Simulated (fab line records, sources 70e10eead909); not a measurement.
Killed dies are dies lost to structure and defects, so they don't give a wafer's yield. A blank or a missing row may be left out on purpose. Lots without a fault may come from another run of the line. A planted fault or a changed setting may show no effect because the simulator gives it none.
Which tool did it? | flow nand_harc | 12 lots, 36 wafers sampled, at 5 steps of a route of 1159

WHAT THE GAUGES READ, wafer by wafer
NHARC_END_SORT_01. Usual: killed_at_array 29, standard deviation 10; killed_at_other 0.7, standard deviation 1.1; killed_at_periphery 3.3, standard deviation 2.4; killed_dies 33, standard deviation 11; killed_open 3.3, standard deviation 2; killed_short 1.9, standard deviation 1.3.
lot  | measured     | on        | killed_at_array | killed_at_other | killed_at_periphery | killed_dies | killed_open | killed_short | flag
L236 | day 19 21:18 | prober-02 | 27 27 28        | 1 0 0           | 2 2 5               | 30 29 33    | 3 5 2       | 3 1 4        |
L240 | day 21 18:52 | prober-01 | 25 25 31        | 1 1 0           | 5 0 2               | 31 26 33    | 4 1 1       | 3 1 0        |
L245 | day 23 22:22 | prober-01 | 657 651 661     | 2 1 1           | 4 7 5               | 663 659 667 | 2 9 2       | 0 2 1        | OFF
L255 | day 25 07:47 | prober-01 | 640 660 666     | 0 3 0           | 5 2 5               | 645 665 671 | 3 1 5       | 1 2 1        | OFF

WHICH TOOL RAN EACH LOT (tool, then ch and the chambers of the sampled wafers, then the start)
lot  | NHARC_A_STAIRCASE_TRIM_202                    | NHARC_A_STAIRCASE_ETCH_225                    | NHARC_A_STAIRCASE_ETCH_234                    | NHARC_A_STAIRCASE_TRIM_235
L234 | rie_diel-02 ch 0,1,3, day 11 01:55 or earlier | rie_diel-02 ch 2,3, day 11 01:55 or earlier   | rie_diel-01 ch 1,2,3, day 11 01:55            | rie_diel-02 ch 0,1,2, day 11 02:01
L239 | rie_diel-02 ch 0,1,2, day 12 01:02 or earlier | rie_diel-06 ch 0,1,2, day 12 01:02 or earlier | rie_diel-06 ch 0,1,2, day 12 01:02 or earlier | rie_diel-06 ch 0,1,2, day 12 01:02
L237 | rie_diel-01 ch 0,1,3, day 12 00:47 or earlier | rie_diel-06 ch 0,1,2, day 12 00:47 or earlier | rie_diel-02 ch 0,1,3, day 12 00:47 or earlier | rie_diel-02 ch 1,2,3, day 12 00:47
L236 | rie_diel-01 ch 1,2, day 12 03:36 or earlier   | rie_diel-01 ch 1,2, day 12 03:36 or earlier   | rie_diel-02 ch 1,3, day 12 03:36 or earlier   | rie_diel-02 ch 1,2,3, day 12 03:36
L238 | rie_diel-02 ch 0,2,3, day 12 09:46 or earlier | rie_diel-01 ch 1,2, day 12 09:46 or earlier   | rie_diel-02 ch 0,2,3, day 12 09:46 or earlier | rie_diel-02 ch 0,2, day 12 09:46
L241 | rie_diel-02 ch 0,1,2, day 12 21:58 or earlier | rie_diel-02 ch 0,2,3, day 12 21:58 or earlier | rie_diel-01 ch 1,2, day 12 21:58 or earlier   | rie_diel-01 ch 0,2,3, day 12 21:58
L240 | rie_diel-06 ch 0,2, day 13 02:10 or earlier   | rie_diel-02 ch 1,2,3, day 13 02:10 or earlier | rie_diel-06 ch 0,1,2, day 13 02:10 or earlier | rie_diel-06 ch 0,1,2, day 13 02:10
L242 | rie_diel-02 ch 0,3, day 13 07:31 or earlier   | rie_diel-02 ch 2,3, day 13 07:31 or earlier   | rie_diel-02 ch 0,1,2, day 13 07:31 or earlier | rie_diel-02 ch 0,2,3, day 13 07:31
L243 | rie_diel-01 ch 1,3, day 13 14:05 or earlier   | rie_diel-06 ch 0,1, day 13 14:05 or earlier   | rie_diel-02 ch 2,3, day 13 14:05 or earlier   | rie_diel-02 ch 0,1,3, day 13 14:05
L245 | rie_diel-01 ch 2,3, day 15 00:54 or earlier   | rie_diel-01 ch 2,3, day 15 00:54 or earlier   | rie_diel-06 ch 0,2,3, day 15 00:54 or earlier | rie_diel-06 ch 2,3, day 15 00:54
L255 | rie_diel-06 ch 0,1,3, day 16 10:28            | rie_diel-06 ch 0,1, day 16 15:14 or earlier   | rie_diel-06 ch 2,3, day 16 15:14 or earlier   | rie_diel-06 ch 1,2,3, day 16 15:14
L257 | rie_diel-06 ch 0,1,2, day 17 01:16 or earlier | rie_diel-02 ch 0,3, day 17 01:16 or earlier   | rie_diel-02 ch 0,3, day 17 01:16 or earlier   | rie_diel-02 ch 0,3, day 17 01:16
- NHARC_A_STAIRCASE_TRIM_202: chemistry O2, time 211.2 s.
- NHARC_A_STAIRCASE_ETCH_225: etches the open film in C4F8/O2, target depth 100 nm, time 40.5 s.
- NHARC_A_STAIRCASE_ETCH_234: etches the open film in C4F8/O2, target depth 100 nm, time 40.5 s.
- NHARC_A_STAIRCASE_TRIM_235: chemistry O2, time 211.2 s.

WHAT THE TOOLS THEMSELVES READ (means of the sampled wafers that have a number; where no wafer has one, the mark that the record gives instead)
NHARC_A_STAIRCASE_TRIM_202. Usual: drypump_motor_current_A 5.8 A, standard deviation 0.48; mfc_ar_sccm 0.006 sccm, standard deviation 0.012; oes_product_au 0.995 a.u., standard deviation 0.013; rf_vpp_V 57.6 V, standard deviation 0.94; showerhead_plenum_p_Torr 3.51 Torr, standard deviation 0.11; throttle_valve_pct 17.037 %, standard deviation 0.0089.
lot  | tool        | drypump_motor_current_A (A) | mfc_ar_sccm (sccm) | oes_product_au (a.u.) | rf_vpp_V (V) | showerhead_plenum_p_Torr (Torr) | throttle_valve_pct (%) | flag
L234 | rie_diel-02 | 6.0                         | 0.015              | 0.989                 | 57.9         | 3.46                            | 17.038                 |
L239 | rie_diel-02 | 5.9                         | 0.003              | 0.987                 | 57.6         | 3.50                            | 17.042                 |
L237 | rie_diel-01 | 5.8                         | 0.000              | 0.996                 | 57.9         | 3.59                            | 17.036                 |
L236 | rie_diel-01 | 5.1                         | 0.000              | 1.011                 | 57.0         | 3.51                            | 17.038                 |
L238 | rie_diel-02 | 5.9                         | 0.017              | 0.999                 | 57.5         | 3.38                            | 17.036                 |
L241 | rie_diel-02 | 6.0                         | 0.003              | 0.984                 | 57.7         | 3.50                            | 17.044                 |
L240 | rie_diel-06 | 5.7                         | 0.006              | 0.991                 | 56.6         | 3.51                            | 17.032                 |
L242 | rie_diel-02 | 6.0                         | 0.029              | 1.007                 | 57.3         | 3.33                            | 17.034                 |
L243 | rie_diel-01 | 6.1                         | 0.000              | 1.006                 | 57.9         | 3.60                            | 17.034                 |
L245 | rie_diel-01 | 5.7                         | 0.000              | 1.016                 | 57.6         | 3.63                            | 17.040                 |
L255 | rie_diel-06 | 5.7                         | 0.000              | 0.998                 | 58.2         | 3.48                            | 17.036                 |
L257 | rie_diel-06 | 5.6                         | 0.006              | 0.981                 | 57.3         | 3.48                            | 17.048                 |

NHARC_A_STAIRCASE_ETCH_225. Usual: oes_product_au 0.937 a.u., standard deviation 0.014; rf_vpp_V 896 V, standard deviation 4.8.
lot  | tool        | oes_product_au (a.u.) | rf_vpp_V (V) | flag
L234 | rie_diel-02 | 0.930                 | 890          |
L239 | rie_diel-06 | 0.928                 | 895          |
L237 | rie_diel-06 | 0.927                 | 896          |
L236 | rie_diel-01 | 0.954                 | 896          |
L238 | rie_diel-01 | 0.947                 | 895          |
L241 | rie_diel-02 | 0.933                 | 890          |
L240 | rie_diel-02 | 0.941                 | 895          |
L242 | rie_diel-02 | 0.936                 | 890          |
L243 | rie_diel-06 | 0.921                 | 895          |
L245 | rie_diel-01 | 0.936                 | 900          |
L255 | rie_diel-06 | 0.915                 | 895          |
L257 | rie_diel-02 | 0.939                 | 888          |

NHARC_A_STAIRCASE_ETCH_234. Usual: oes_product_au 0.936 a.u., standard deviation 0.013; rf_vpp_V 895 V, standard deviation 4.6.
lot  | tool        | oes_product_au (a.u.) | rf_vpp_V (V) | flag
L234 | rie_diel-01 | 0.942                 | 898          |
L239 | rie_diel-06 | 0.911                 | 896          |
L237 | rie_diel-02 | 0.931                 | 894          |
L236 | rie_diel-02 | 0.940                 | 893          |
L238 | rie_diel-02 | 0.944                 | 889          |
L241 | rie_diel-01 | 0.963                 | 896          |
L240 | rie_diel-06 | 0.935                 | 895          |
L242 | rie_diel-02 | 0.928                 | 895          |
L243 | rie_diel-02 | 0.939                 | 892          |
L245 | rie_diel-06 | 0.951                 | 894          |
L255 | rie_diel-06 | 0.944                 | 893          |
L257 | rie_diel-02 | 0.935                 | 888          |

NHARC_A_STAIRCASE_TRIM_235. Usual: drypump_motor_current_A 5.8 A, standard deviation 0.41; mfc_ar_sccm 0.008 sccm, standard deviation 0.013; oes_product_au 0.994 a.u., standard deviation 0.012; rf_vpp_V 57.6 V, standard deviation 0.96; showerhead_plenum_p_Torr 3.49 Torr, standard deviation 0.13; throttle_valve_pct 17.035 %, standard deviation 0.0098.
lot  | tool        | drypump_motor_current_A (A) | mfc_ar_sccm (sccm) | oes_product_au (a.u.) | rf_vpp_V (V) | showerhead_plenum_p_Torr (Torr) | throttle_valve_pct (%) | flag
L234 | rie_diel-02 | 5.9                         | 0.003              | 0.988                 | 57.3         | 3.51                            | 17.035                 |
L239 | rie_diel-06 | 5.5                         | 0.006              | 0.987                 | 57.6         | 3.51                            | 17.036                 |
L237 | rie_diel-02 | 5.9                         | 0.015              | 0.987                 | 56.8         | 3.50                            | 17.042                 |
L236 | rie_diel-02 | 5.9                         | 0.015              | 0.989                 | 57.5         | 3.50                            | 17.033                 |
L238 | rie_diel-02 | 5.8                         | 0.005              | 0.987                 | 58.2         | 3.42                            | 17.036                 |
L241 | rie_diel-01 | 5.9                         | 0.000              | 1.001                 | 58.7         | 3.65                            | 17.043                 |
L240 | rie_diel-06 | 5.6                         | 0.006              | 0.991                 | 57.4         | 3.50                            | 17.026                 |
L242 | rie_diel-02 | 5.9                         | 0.017              | 0.993                 | 56.9         | 3.37                            | 17.024                 |
L243 | rie_diel-02 | 6.1                         | 0.015              | 0.987                 | 58.1         | 3.45                            | 17.037                 |
L245 | rie_diel-06 | 6.1                         | 0.011              | 1.244                 | 58.0         | 3.48                            | 17.033                 | OFF
L255 | rie_diel-06 | 5.8                         | 0.006              | 1.229                 | 58.0         | 3.47                            | 17.045                 | OFF
L257 | rie_diel-02 | 6.0                         | 0.017              | 1.004                 | 57.0         | 3.32                            | 17.034                 |

THE ANSWER, worked out from the rows above alone
Rule: a lot is off if the mean of its wafers that have a number lies more than 3 standard deviations from the usual mean. A lot without any number at a reading at which 4 lots or more have one is off too. The other lots that the step has rows for count as sound. The gauges are gone through in route order, then the tools' own readings, and for those a lot's mean is taken as printed above. The first step at which some lot is off is used, and at that step the reading that is off furthest; a lot without a number counts as furthest.
Off: L245, L255, at NHARC_END_SORT_01 (killed_at_array). Neither off nor sound, because the step has no rows for them: L234, L239, L237, L238, L241, L242, L243, L257.
A tool fits if, at a process step before that reading, it ran every lot that is off, and no sound lot after the first of them. The gauges at NHARC_END_SORT_01 aren't tried: what is off there is off at NHARC_A_STAIRCASE_TRIM_235 too, on other tools, and a gauge's error can't cause that. NHARC_A_STAIRCASE_TRIM_202 gives no start for some lots, so the hours and the order of its lots are those of NHARC_A_STAIRCASE_TRIM_235. NHARC_A_STAIRCASE_ETCH_225 gives no start for some lots, so the hours and the order of its lots are those of NHARC_A_STAIRCASE_TRIM_235. NHARC_A_STAIRCASE_ETCH_234 gives no start for some lots, so the hours and the order of its lots are those of NHARC_A_STAIRCASE_TRIM_235. One fits: rie_diel-06 at NHARC_A_STAIRCASE_ETCH_234 and NHARC_A_STAIRCASE_TRIM_235. At NHARC_A_STAIRCASE_ETCH_234 its last sound lot is L240 (day 13 02:10), its first lot that is off L245 (day 15 00:54): a fault that began between those two fits.

WHAT THE SIMULATOR HAD PUT IN
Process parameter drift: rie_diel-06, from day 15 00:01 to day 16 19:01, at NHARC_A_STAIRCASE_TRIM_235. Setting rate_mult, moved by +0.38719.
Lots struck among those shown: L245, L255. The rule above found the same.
